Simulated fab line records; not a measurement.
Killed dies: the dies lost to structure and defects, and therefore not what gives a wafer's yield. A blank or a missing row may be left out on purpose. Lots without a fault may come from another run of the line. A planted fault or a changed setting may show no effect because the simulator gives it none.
Split-lot trial + flow n5_finfet + route with 1938 steps; 7 lots, 39 wafers read

## THE SPLIT ITSELF
At N5_MOL_CONTACT_COAG_SPUTTER_143 (material Co, target thk 2.5 nm), the setting target_thk_a was moved away from the recipe's 25 angstrom on 18 of the 39 wafers read, by -29.9% to +59.2%. This setting was run at the recipe's value on the other wafers.

The reading is taken at the split's own step.

## THE READING
Co_of_MOL_CONTACT_COAG_SPUTTER_143.thk_nm (the simulator's own value, which no gauge read), in nm, at N5_MOL_CONTACT_COAG_SPUTTER_143 (material Co, target thk 2.5 nm). No usual value for it is given in the file. Average 2.4 nm, standard deviation 0.14 nm, over the 21 wafers here run with the recipe.

| wafer  | tool, chamber at the split | target_thk_a as run, angstrom | against the recipe | Co_of_MOL_CONTACT_COAG_SPUTTER_143.thk_nm, nm | against lot-mates on the recipe |
|--------|----------------------------|-------------------------------|--------------------|-----------------------------------------------|---------------------------------|
| L074.1 | pvd_sputter-03, -          | 18.29                         | -26.8%             | 2                                             | -0.5                            |
| L074.2 | pvd_sputter-03, -          | 18.29                         | -26.8%             | 2                                             | -0.5                            |
| L074.5 | pvd_sputter-03, -          | 18.29                         | -26.8%             | 2                                             | -0.5                            |
| L074.3 | pvd_sputter-03, -          | 25                            | recipe             | 2.6                                           | -                               |
| L074.4 | pvd_sputter-03, -          | 25                            | recipe             | 2.4                                           | -                               |
| L074.6 | pvd_sputter-03, -          | 25                            | recipe             | 2.4                                           | -                               |
| L075.1 | pvd_sputter-01, -          | 25                            | recipe             | 2.4                                           | -                               |
| L075.5 | pvd_sputter-01, -          | 25                            | recipe             | 2.4                                           | -                               |
| L075.4 | pvd_sputter-01, -          | 25                            | recipe             | 2.6                                           | -                               |
| L080.1 | pvd_sputter-03, -          | 25                            | recipe             | 2.8                                           | -                               |
| L080.2 | pvd_sputter-03, -          | 17.73                         | -29.1%             | 2                                             | -0.6                            |
| L080.3 | pvd_sputter-03, -          | 17.73                         | -29.1%             | 2                                             | -0.6                            |
| L080.4 | pvd_sputter-03, -          | 17.73                         | -29.1%             | 1.8                                           | -0.8                            |
| L080.5 | pvd_sputter-03, -          | 25                            | recipe             | 2.4                                           | -                               |
| L080.6 | pvd_sputter-03, -          | 25                            | recipe             | 2.6                                           | -                               |
| L084.1 | pvd_sputter-02, -          | 25                            | recipe             | 2.4                                           | -                               |
| L084.5 | pvd_sputter-02, -          | 25                            | recipe             | 2.4                                           | -                               |
| L084.2 | pvd_sputter-02, -          | 39.79                         | +59.2%             | 4.2                                           | +1.7                            |
| L084.6 | pvd_sputter-02, -          | 39.79                         | +59.2%             | 4.2                                           | +1.7                            |
| L084.3 | pvd_sputter-02, -          | 25                            | recipe             | 2.6                                           | -                               |
| L084.4 | pvd_sputter-02, -          | 39.79                         | +59.2%             | 3.8                                           | +1.3                            |
| L087.1 | pvd_sputter-03, -          | 25                            | recipe             | 2.4                                           | -                               |
| L087.4 | pvd_sputter-03, -          | 25                            | recipe             | 2.4                                           | -                               |
| L087.6 | pvd_sputter-03, -          | 25                            | recipe             | 2.4                                           | -                               |
| L087.2 | pvd_sputter-03, -          | 37.37                         | +49.5%             | 3.8                                           | +1.4                            |
| L087.3 | pvd_sputter-03, -          | 37.37                         | +49.5%             | 3.6                                           | +1.2                            |
| L087.5 | pvd_sputter-03, -          | 37.37                         | +49.5%             | 3.6                                           | +1.2                            |
| L088.1 | pvd_sputter-01, -          | 25                            | recipe             | 2.6                                           | -                               |
| L088.2 | pvd_sputter-01, -          | 17.52                         | -29.9%             | 1.6                                           | -0.9                            |
| L088.5 | pvd_sputter-01, -          | 17.52                         | -29.9%             | 1.6                                           | -0.9                            |
| L088.6 | pvd_sputter-01, -          | 17.52                         | -29.9%             | 1.6                                           | -0.9                            |
| L088.3 | pvd_sputter-01, -          | 25                            | recipe             | 2.4                                           | -                               |
| L088.4 | pvd_sputter-01, -          | 25                            | recipe             | 2.4                                           | -                               |
| L091.1 | pvd_sputter-02, -          | 34.33                         | +37.3%             | 3.2                                           | +0.9                            |
| L091.6 | pvd_sputter-02, -          | 34.33                         | +37.3%             | 3.2                                           | +0.9                            |
| L091.2 | pvd_sputter-02, -          | 25                            | recipe             | 2.4                                           | -                               |
| L091.3 | pvd_sputter-02, -          | 34.33                         | +37.3%             | 3.4                                           | +1.1                            |
| L091.4 | pvd_sputter-02, -          | 25                            | recipe             | 2.2                                           | -                               |
| L091.5 | pvd_sputter-02, -          | 25                            | recipe             | 2.2                                           | -                               |

FIT RESULTS
A straight line over all 39 wafers: Co_of_MOL_CONTACT_COAG_SPUTTER_143.thk_nm changes by +0.0242 nm for each +1% of target_thk_a; r = +0.97; the points scatter about the line by 0.16 nm.
The same after taking each lot's own level away (the mean of its wafers on the recipe; 39 wafers): +0.0256 nm for each +1%; r = +0.98; scatter 0.13 nm.
The reading moves by 1.5 nm for the largest change in target_thk_a, on that fit.
The lots' own levels span 2.27 to 2.60 nm, that is 2.4 times the standard deviation above.
Consequently the slope shifts little with the lot-to-lot level, the two slopes agreeing.
Check: +1.51 nm against its lot-mates is what the line predicts for one of the wafers moved furthest among these (+59.2%) when that wafer is left out of the fit. It came out at +1.73 nm against them.

## THESE WAFERS: OTHER SPLITS
These wafers also went through other splits before the reading. Each is held against what the fit with the lots' levels taken away leaves over:
| other split on the same wafers          | wafers away from the commonest value | r with Co_of_MOL_CONTACT_COAG_SPUTTER_143.thk_nm (lot level and that fit taken away) |
|-----------------------------------------|--------------------------------------|--------------------------------------------------------------------------------------|
| N5_ZERO_LAYER_DEVELOP_10 develop_time_s | 15                                   | -0.24                                                                                |
| N5_FIN_CUT_CUT_ETCH_26 time_s           | 12                                   | +0.34                                                                                |

## THE FILE'S OWN FIT
Co_of_MOL_CONTACT_COAG_SPUTTER_143.thk_nm changes by +0.0258 nm for each +1% of target_thk_a, r = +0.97.
